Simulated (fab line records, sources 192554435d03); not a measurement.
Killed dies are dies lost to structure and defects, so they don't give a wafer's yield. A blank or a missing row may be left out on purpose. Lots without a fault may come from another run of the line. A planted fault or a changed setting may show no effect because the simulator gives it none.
Which tool did it? | flow n5_finfet | 22 lots, 66 wafers sampled, at 6 steps of a route of 1938

WHAT THE GAUGES READ, wafer by wafer
The record holds no reading of a measuring or inspecting step that can be judged against a usual standard deviation.

WHICH TOOL RAN EACH LOT (tool, then ch and the chambers of the sampled wafers, then the start)
lot  | N5_SDB_HM_OPEN_20                 | N5_SDB_ALD_29                    | N5_HKMG_FIN_STRIP_93              | N5_HKMG_FIN_STRIP_19                | N5_HKMG_FIN_ALD_71                  | N5_HKMG_FIN_ALD_21
L074 | rie_diel-05 ch 0,1, day 3 19:50   | ald_sin-03 ch 0,2, day 3 20:26   | rie_diel-05 ch 0,1,2, day 4 01:50 | plasma_asher-01 ch 0, day 4 05:06   | ald_metal-02 ch 0,2,3, day 4 06:34  | ald_metal-03 ch 1,2,3, day 4 07:38
L075 | rie_diel-05 ch 0,2, day 4 04:19   | ald_sin-02 ch 0,2,3, day 4 04:53 | rie_diel-03 ch 2,3, day 4 10:17   | plasma_asher-01 ch 0,1, day 4 13:29 | ald_metal-03 ch 1,2, day 4 15:04    | ald_metal-04 ch 0,3, day 4 16:14
L076 | rie_diel-06 ch 0,1,3, day 4 08:04 | ald_sin-04 ch 1,2,3, day 4 08:56 | rie_diel-05 ch 0,2, day 4 14:20   | plasma_asher-01 ch 0, day 4 17:59   | ald_metal-02 ch 2,3, day 4 19:28    | ald_metal-03 ch 0,3, day 4 20:32
L077 | rie_diel-05 ch 0,1,2, day 4 13:06 | ald_sin-03 ch 0,2,3, day 4 13:41 | rie_diel-05 ch 0,3, day 4 19:17   | plasma_asher-01 ch 0,1, day 4 22:41 | ald_metal-04 ch 0,1, day 5 00:02    | ald_metal-03 ch 0,1, day 5 01:07
L078 | rie_diel-06 ch 1,2, day 4 19:07   | ald_sin-03 ch 0,2, day 4 20:00   | rie_diel-03 ch 0,1,3, day 5 01:25 | plasma_asher-01 ch 0,1, day 5 04:40 | ald_metal-04 ch 0,1,3, day 5 06:08  | ald_metal-02 ch 1,2,3, day 5 07:28
L079 | rie_diel-03 ch 0,1,3, day 5 01:42 | ald_sin-04 ch 0,1,3, day 5 02:20 | rie_diel-05 ch 2,3, day 5 08:07   | plasma_asher-01 ch 0,1, day 5 11:29 | ald_metal-03 ch 2,3, day 5 12:53    | ald_metal-04 ch 0,1, day 5 14:06
L080 | rie_diel-05 ch 0,3, day 5 09:14   | ald_sin-02 ch 0,1,2, day 5 09:52 | rie_diel-06 ch 0,3, day 5 15:55   | plasma_asher-01 ch 0,1, day 5 19:29 | ald_metal-04 ch 0,1,2, day 5 20:50  | ald_metal-03 ch 1,2,3, day 5 21:55
L081 | rie_diel-06 ch 2,3, day 5 15:08   | ald_sin-04 ch 0,1, day 5 15:46   | rie_diel-06 ch 2,3, day 5 21:35   | plasma_asher-02 ch 0,1, day 6 00:43 | ald_metal-04 ch 1,2, day 6 02:10    | ald_metal-04 ch 0,3, day 6 03:16
L082 | rie_diel-05 ch 0,1,2, day 5 19:04 | ald_sin-02 ch 0,3, day 5 19:49   | rie_diel-06 ch 0,2, day 6 01:25   | plasma_asher-02 ch 0, day 6 04:37   | ald_metal-02 ch 0,1, day 6 06:08    | ald_metal-04 ch 1,2, day 6 07:13
L083 | rie_diel-03 ch 1,2, day 6 02:26   | ald_sin-03 ch 0,3, day 6 03:02   | rie_diel-06 ch 1,2,3, day 6 08:46 | plasma_asher-01 ch 0,1, day 6 12:13 | ald_metal-02 ch 0,3, day 6 13:53    | ald_metal-04 ch 1,2,3, day 6 15:21
L085 | rie_diel-06 ch 0,3, day 6 10:43   | ald_sin-02 ch 0,3, day 6 11:30   | rie_diel-03 ch 0,2,3, day 6 17:15 | plasma_asher-01 ch 0,1, day 6 20:37 | ald_metal-02 ch 0,2, day 6 22:05    | ald_metal-04 ch 0,1,2, day 6 23:11
L086 | rie_diel-03 ch 0,2, day 6 20:32   | ald_sin-03 ch 2,3, day 6 21:06   | rie_diel-05 ch 0,1,2, day 7 02:30 | plasma_asher-01 ch 0,1, day 7 05:52 | ald_metal-03 ch 0,1, day 7 07:19    | ald_metal-02 ch 0,2,3, day 7 08:42
L087 | rie_diel-06 ch 1,2,3, day 7 02:58 | ald_sin-02 ch 0,3, day 7 03:32   | rie_diel-05 ch 0,1,3, day 7 09:08 | plasma_asher-02 ch 0,1, day 7 12:24 | ald_metal-03 ch 0,1, day 7 13:51    | ald_metal-02 ch 0,1,3, day 7 14:57
L088 | rie_diel-05 ch 0,1,2, day 7 05:58 | ald_sin-04 ch 0,1,2, day 7 06:32 | rie_diel-06 ch 1,2,3, day 7 11:59 | plasma_asher-02 ch 0,1, day 7 15:14 | ald_metal-04 ch 0,1,2, day 7 16:42  | ald_metal-02 ch 0,2,3, day 7 17:47
L090 | rie_diel-03 ch 1,3, day 7 21:23   | ald_sin-02 ch 0,2,3, day 7 22:17 | rie_diel-03 ch 2,3, day 8 04:10   | plasma_asher-02 ch 1, day 8 07:30   | ald_metal-04 ch 0,2, day 8 09:14    | ald_metal-02 ch 0,2, day 8 10:19
L091 | rie_diel-06 ch 0,1,2, day 8 00:01 | ald_sin-04 ch 0,1,3, day 8 01:02 | rie_diel-03 ch 0,1,3, day 8 06:55 | plasma_asher-02 ch 0,1, day 8 10:28 | ald_metal-04 ch 0,2, day 8 11:59    | ald_metal-02 ch 1,2, day 8 13:40
L092 | rie_diel-06 ch 0,2,3, day 8 06:16 | ald_sin-04 ch 1,3, day 8 06:58   | rie_diel-03 ch 0,1,3, day 8 12:19 | plasma_asher-01 ch 0,1, day 8 15:48 | ald_metal-03 ch 0,2, day 8 17:09    | ald_metal-03 ch 0,2,3, day 8 18:14
L093 | rie_diel-05 ch 1,2, day 8 15:02   | ald_sin-03 ch 2,3, day 8 15:37   | rie_diel-06 ch 1,3, day 8 21:05   | plasma_asher-01 ch 0,1, day 9 00:28 | ald_metal-04 ch 0,1,3, day 9 01:56  | ald_metal-02 ch 0,1,2, day 9 03:01
L094 | rie_diel-03 ch 1,2, day 8 19:10   | ald_sin-02 ch 1,3, day 8 20:14   | rie_diel-05 ch 0,1,3, day 9 04:47 | plasma_asher-01 ch 0,1, day 9 08:17 | ald_metal-03 ch 0,1,2, day 9 09:44  | ald_metal-03 ch 0,1,2, day 9 10:51
L095 | rie_diel-05 ch 1,2,3, day 9 01:23 | ald_sin-03 ch 0,2,3, day 9 01:58 | rie_diel-06 ch 1,3, day 9 07:35   | plasma_asher-02 ch 0, day 9 11:00   | ald_metal-04 ch 0,2,3, day 9 12:28  | ald_metal-03 ch 1,2, day 9 13:42
L096 | rie_diel-03 ch 1,3, day 9 06:46   | ald_sin-03 ch 2,3, day 9 07:40   | rie_diel-03 ch 0,1,3, day 9 13:07 | plasma_asher-02 ch 0, day 9 16:19   | ald_metal-04 ch 0,2, day 9 17:50    | ald_metal-02 ch 0,3, day 9 19:09
L097 | rie_diel-05 ch 0,3, day 9 14:56   | ald_sin-03 ch 0,2, day 9 17:19   | rie_diel-06 ch 0,1,3, day 9 22:36 | plasma_asher-02 ch 0, day 10 01:51  | ald_metal-02 ch 1,2,3, day 10 03:19 | ald_metal-04 ch 0,3, day 10 04:48
- N5_SDB_HM_OPEN_20: chemistry CH3F/O2, target SiNx, stops on poly-Si, target depth 24 nm.
- N5_SDB_ALD_29: deposits SiNx, target thk 30 nm, pulse time 1 s, ald cycles 600.
- N5_HKMG_FIN_STRIP_93: strips SOC in N2/H2, time 20 s.
- N5_HKMG_FIN_STRIP_19: strips in N2/H2, time 360 s.
- N5_HKMG_FIN_ALD_71: deposits TiN, target thk 1 nm, pulse time 1 s, purge time 3 s.
- N5_HKMG_FIN_ALD_21: deposits TiN, target thk 1.5 nm, pulse time 1 s, purge time 3 s.

WHAT THE TOOLS THEMSELVES READ (means of the sampled wafers that have a number; where no wafer has one, the mark that the record gives instead)
N5_SDB_HM_OPEN_20. Usual: CH3F_flow_sccm 30.00 sccm, standard deviation 0.086; O2_flow_sccm 20.01 sccm, standard deviation 0.066; drypump_motor_current_A 5.50 A, standard deviation 0.24; oes_product_au 0.65 a.u., standard deviation 0.062; rf_vpp_V 298.7 V, standard deviation 2.5; showerhead_plenum_p_Torr 2.01 Torr, standard deviation 0.063; throttle_valve_pct 16.30 %, standard deviation 0.23.
lot  | tool        | CH3F_flow_sccm (sccm) | O2_flow_sccm (sccm) | drypump_motor_current_A (A) | oes_product_au (a.u.) | rf_vpp_V (V) | showerhead_plenum_p_Torr (Torr) | throttle_valve_pct (%) | flag
L074 | rie_diel-05 | 29.96                 | 19.99               | 5.40                        | 0.60                  | 298.9        | 2.07                            | 16.55                  |
L075 | rie_diel-05 | 30.01                 | 19.98               | 5.37                        | 0.63                  | 298.1        | 2.06                            | 16.45                  |
L076 | rie_diel-06 | 29.96                 | 19.99               | 5.55                        | 0.66                  | 298.9        | 1.99                            | 16.24                  |
L077 | rie_diel-05 | 29.98                 | 19.96               | 5.53                        | 0.62                  | 298.4        | 2.05                            | 16.45                  |
L078 | rie_diel-06 | 29.99                 | 20.02               | 5.65                        | 0.66                  | 299.3        | 2.03                            | 15.96                  |
L079 | rie_diel-03 | 29.99                 | 19.99               | 5.39                        | 0.73                  | 298.2        | 2.03                            | 16.19                  |
L080 | rie_diel-05 | 30.04                 | 20.02               | 5.28                        | 0.70                  | 296.5        | 2.07                            | 16.43                  |
L081 | rie_diel-06 | 29.97                 | 20.02               | 5.27                        | 0.63                  | 301.4        | 2.01                            | 16.21                  |
L082 | rie_diel-05 | 30.07                 | 19.96               | 5.52                        | 0.60                  | 298.6        | 2.04                            | 16.47                  |
L083 | rie_diel-03 | 30.00                 | 20.02               | 5.50                        | 0.71                  | 298.6        | 1.98                            | 16.03                  |
L085 | rie_diel-06 | 30.02                 | 20.07               | 5.40                        | 0.64                  | 298.7        | 1.98                            | 16.43                  |
L086 | rie_diel-03 | 30.00                 | 20.07               | 5.54                        | 0.63                  | 295.5        | 1.89                            | 16.34                  |
L087 | rie_diel-06 | 30.08                 | 20.06               | 5.47                        | 0.63                  | 300.6        | 2.01                            | 16.16                  |
L088 | rie_diel-05 | 30.01                 | 20.05               | 5.52                        | 0.60                  | 298.9        | 2.04                            | 16.49                  |
L090 | rie_diel-03 | 30.07                 | 20.05               | 5.38                        | 0.72                  | 300.3        | 2.03                            | 16.09                  |
L091 | rie_diel-06 | 29.94                 | 20.00               | 5.55                        | 0.62                  | 299.3        | 1.98                            | 16.21                  |
L092 | rie_diel-06 | 30.03                 | 20.05               | 5.37                        | 0.62                  | 298.9        | 1.97                            | 16.37                  |
L093 | rie_diel-05 | 30.05                 | 20.05               | 5.66                        | 0.73                  | 299.8        | 2.03                            | 16.21                  |
L094 | rie_diel-03 | 29.93                 | 20.04               | 5.50                        | 0.68                  | 298.6        | 1.97                            | 16.08                  |
L095 | rie_diel-05 | 29.95                 | 19.98               | 5.67                        | 0.71                  | 300.1        | 2.03                            | 16.21                  |
L096 | rie_diel-03 | 29.96                 | 20.00               | 5.32                        | 0.71                  | 299.5        | 2.03                            | 16.30                  |
L097 | rie_diel-05 | 30.06                 | 19.96               | 5.44                        | 0.69                  | 297.4        | 2.05                            | 16.34                  |

N5_SDB_ALD_29. Usual: heater_power_w 855 W, standard deviation 80; precursor_pulse_height_rel 1.000, standard deviation 0.018; susceptor_temp_C 399.99 C, standard deviation 0.25.
lot  | tool       | heater_power_w (W) | precursor_pulse_height_rel | susceptor_temp_C (C) | flag
L074 | ald_sin-03 | 911                | 0.984                      | 399.99               |
L075 | ald_sin-02 | 865                | 1.004                      | 399.99               |
L076 | ald_sin-04 | 730                | 0.996                      | 400.06               |
L077 | ald_sin-03 | 894                | 0.992                      | 399.68               |
L078 | ald_sin-03 | 917                | 0.999                      | 399.81               |
L079 | ald_sin-04 | 766                | 1.014                      | 399.96               |
L080 | ald_sin-02 | 794                | 1.019                      | 400.08               |
L081 | ald_sin-04 | 762                | 0.995                      | 400.19               |
L082 | ald_sin-02 | 895                | 0.993                      | 400.11               |
L083 | ald_sin-03 | 874                | 1.012                      | 399.65               |
L085 | ald_sin-02 | 946                | 0.993                      | 399.89               |
L086 | ald_sin-03 | 926                | 1.015                      | 399.82               |
L087 | ald_sin-02 | 956                | 0.991                      | 400.15               |
L088 | ald_sin-04 | 789                | 0.986                      | 400.23               |
L090 | ald_sin-02 | 886                | 0.998                      | 399.90               |
L091 | ald_sin-04 | 779                | 0.991                      | 400.14               |
L092 | ald_sin-04 | 711                | 0.994                      | 399.93               |
L093 | ald_sin-03 | 890                | 0.990                      | 400.36               |
L094 | ald_sin-02 | 841                | 1.015                      | 400.15               |
L095 | ald_sin-03 | 895                | 1.004                      | 399.84               |
L096 | ald_sin-03 | 899                | 0.995                      | 400.27               |
L097 | ald_sin-03 | 907                | 0.992                      | 400.11               |

N5_HKMG_FIN_STRIP_93. Usual: drypump_motor_current_A 5.50 A, standard deviation 0.23; oes_product_au 0.79 a.u., standard deviation 0.077; rf_vpp_V 54.2 V, standard deviation 0.88; showerhead_plenum_p_Torr 3.36 Torr, standard deviation 0.1; throttle_valve_pct 18.98 %, standard deviation 0.25.
lot  | tool        | drypump_motor_current_A (A) | oes_product_au (a.u.) | rf_vpp_V (V) | showerhead_plenum_p_Torr (Torr) | throttle_valve_pct (%) | flag
L074 | rie_diel-05 | 5.55                        | 0.74                  | 53.6         | 3.44                            | 19.05                  |
L075 | rie_diel-03 | 5.51                        | 0.83                  | 54.4         | 3.21                            | 18.90                  |
L076 | rie_diel-05 | 5.66                        | 0.75                  | 53.8         | 3.40                            | 18.75                  |
L077 | rie_diel-05 | 5.30                        | 0.85                  | 54.2         | 3.48                            | 19.00                  |
L078 | rie_diel-03 | 5.41                        | 0.88                  | 53.7         | 3.40                            | 18.80                  |
L079 | rie_diel-05 | 5.71                        | 0.90                  | 54.0         | 3.41                            | 18.69                  |
L080 | rie_diel-06 | 5.39                        | 0.80                  | 53.9         | 3.33                            | 19.23                  |
L081 | rie_diel-06 | 5.32                        | 0.79                  | 54.6         | 3.38                            | 19.13                  |
L082 | rie_diel-06 | 5.46                        | 0.75                  | 54.1         | 3.26                            | 18.99                  |
L083 | rie_diel-06 | 5.49                        | 0.79                  | 55.5         | 3.38                            | 19.05                  |
L085 | rie_diel-03 | 5.46                        | 0.79                  | 53.0         | 3.30                            | 18.88                  |
L086 | rie_diel-05 | 5.55                        | 0.71                  | 54.7         | 3.42                            | 19.10                  |
L087 | rie_diel-05 | 5.43                        | 0.80                  | 54.5         | 3.45                            | 19.16                  |
L088 | rie_diel-06 | 5.52                        | 0.78                  | 53.9         | 3.37                            | 19.06                  |
L090 | rie_diel-03 | 5.39                        | 0.82                  | 53.8         | 3.31                            | 19.02                  |
L091 | rie_diel-03 | 5.42                        | 0.82                  | 53.6         | 3.39                            | 18.85                  |
L092 | rie_diel-03 | 5.38                        | 0.82                  | 54.5         | 3.39                            | 18.86                  |
L093 | rie_diel-06 | 5.70                        | 0.79                  | 53.3         | 3.39                            | 19.16                  |
L094 | rie_diel-05 | 5.43                        | 0.86                  | 53.6         | 3.45                            | 19.07                  |
L095 | rie_diel-06 | 5.51                        | 0.79                  | 54.7         | 3.38                            | 19.26                  |
L096 | rie_diel-03 | 5.40                        | 0.81                  | 53.5         | 3.38                            | 18.87                  |
L097 | rie_diel-06 | 5.60                        | 0.76                  | 53.4         | 3.32                            | 19.20                  |

N5_HKMG_FIN_STRIP_19. Usual: drypump_motor_current_A 5.7 A, standard deviation 0.66; heater_power_w 456 W, standard deviation 72.
lot  | tool            | drypump_motor_current_A (A) | heater_power_w (W) | flag
L074 | plasma_asher-01 | 5.8                         | 401                |
L075 | plasma_asher-01 | 5.1                         | 446                |
L076 | plasma_asher-01 | 5.8                         | 404                |
L077 | plasma_asher-01 | 5.1                         | 451                |
L078 | plasma_asher-01 | 5.1                         | 450                |
L079 | plasma_asher-01 | 5.4                         | 427                |
L080 | plasma_asher-01 | 5.4                         | 426                |
L081 | plasma_asher-02 | 6.4                         | 505                |
L082 | plasma_asher-02 | 6.1                         | 385                |
L083 | plasma_asher-01 | 5.4                         | 427                |
L085 | plasma_asher-01 | 5.4                         | 424                |
L086 | plasma_asher-01 | 5.4                         | 431                |
L087 | plasma_asher-02 | 6.2                         | 450                |
L088 | plasma_asher-02 | 6.2                         | 448                |
L090 | plasma_asher-02 | 6.5                         | 573                |
L091 | plasma_asher-02 | 6.2                         | 457                |
L092 | plasma_asher-01 | 5.1                         | 455                |
L093 | plasma_asher-01 | 5.1                         | 448                |
L094 | plasma_asher-01 | 5.1                         | 451                |
L095 | plasma_asher-02 | 6.1                         | 388                |
L096 | plasma_asher-02 | 6.1                         | 387                |
L097 | plasma_asher-02 | 6.1                         | 387                |

N5_HKMG_FIN_ALD_71. Usual: heater_power_w 924 W, standard deviation 70; precursor_pulse_height_rel 0.999, standard deviation 0.019; susceptor_temp_C 399.99 C, standard deviation 0.2.
lot  | tool         | heater_power_w (W) | precursor_pulse_height_rel | susceptor_temp_C (C) | flag
L074 | ald_metal-02 | 897                | 0.982                      | 400.19               |
L075 | ald_metal-03 | 946                | 0.994                      | 399.70               |
L076 | ald_metal-02 | 945                | 0.987                      | 400.07               |
L077 | ald_metal-04 | 1022               | 1.016                      | 399.98               |
L078 | ald_metal-04 | 919                | 0.994                      | 399.72               |
L079 | ald_metal-03 | 944                | 0.999                      | 399.95               |
L080 | ald_metal-04 | 973                | 1.001                      | 399.76               |
L081 | ald_metal-04 | 936                | 0.992                      | 400.14               |
L082 | ald_metal-02 | 905                | 0.984                      | 399.87               |
L083 | ald_metal-02 | 867                | 1.012                      | 400.16               |
L085 | ald_metal-02 | 904                | 1.011                      | 399.84               |
L086 | ald_metal-03 | 907                | 1.006                      | 399.98               |
L087 | ald_metal-03 | 928                | 1.003                      | 400.08               |
L088 | ald_metal-04 | 961                | 1.023                      | 399.97               |
L090 | ald_metal-04 | 954                | 0.998                      | 399.82               |
L091 | ald_metal-04 | 946                | 0.992                      | 399.81               |
L092 | ald_metal-03 | 924                | 0.991                      | 400.13               |
L093 | ald_metal-04 | 938                | 1.006                      | 400.06               |
L094 | ald_metal-03 | 922                | 1.002                      | 399.95               |
L095 | ald_metal-04 | 885                | 1.002                      | 399.98               |
L096 | ald_metal-04 | 934                | 1.000                      | 400.14               |
L097 | ald_metal-02 | 938                | 1.013                      | 399.94               |

N5_HKMG_FIN_ALD_21. Usual: heater_power_w 914 W, standard deviation 62; precursor_pulse_height_rel 1.004, standard deviation 0.02; susceptor_temp_C 400.02 C, standard deviation 0.21.
lot  | tool         | heater_power_w (W) | precursor_pulse_height_rel | susceptor_temp_C (C) | flag
L074 | ald_metal-03 | 931                | 0.998                      | 399.81               |
L075 | ald_metal-04 | 843                | 1.001                      | 400.25               |
L076 | ald_metal-03 | 904                | 1.021                      | 399.73               |
L077 | ald_metal-03 | 910                | 1.010                      | 399.98               |
L078 | ald_metal-02 | 929                | 0.992                      | 399.97               |
L079 | ald_metal-04 | 999                | 0.991                      | 399.89               |
L080 | ald_metal-03 | 933                | 1.002                      | 400.04               |
L081 | ald_metal-04 | 911                | 0.996                      | 399.89               |
L082 | ald_metal-04 | 947                | 1.002                      | 399.91               |
L083 | ald_metal-04 | 912                | 0.997                      | 399.99               |
L085 | ald_metal-04 | 970                | 1.009                      | 399.84               |
L086 | ald_metal-02 | 910                | 0.996                      | 399.97               |
L087 | ald_metal-02 | 880                | 1.025                      | 399.92               |
L088 | ald_metal-02 | 898                | 0.992                      | 399.99               |
L090 | ald_metal-02 | 875                | 0.994                      | 399.83               |
L091 | ald_metal-02 | 926                | 0.994                      | 399.86               |
L092 | ald_metal-03 | 918                | 1.022                      | 399.77               |
L093 | ald_metal-02 | 914                | 1.009                      | 400.01               |
L094 | ald_metal-03 | 923                | 1.016                      | 400.23               |
L095 | ald_metal-03 | 940                | 1.012                      | 400.11               |
L096 | ald_metal-02 | 864                | 1.033                      | 400.07               |
L097 | ald_metal-04 | 842                | 0.996                      | 399.99               |

THE ANSWER, worked out from the rows above alone
Rule: a lot is off if the mean of its wafers that have a number lies more than 3 standard deviations from the usual mean. A lot without any number at a reading at which 4 lots or more have one is off too. The other lots that the step has rows for count as sound. The gauges are gone through in route order, then the tools' own readings, and for those a lot's mean is taken as printed above. The first step at which some lot is off is used, and at that step the reading that is off furthest; a lot without a number counts as furthest.
No lot is off at any reading shown: from this, nothing can be told.

WHAT THE SIMULATOR HAD PUT IN
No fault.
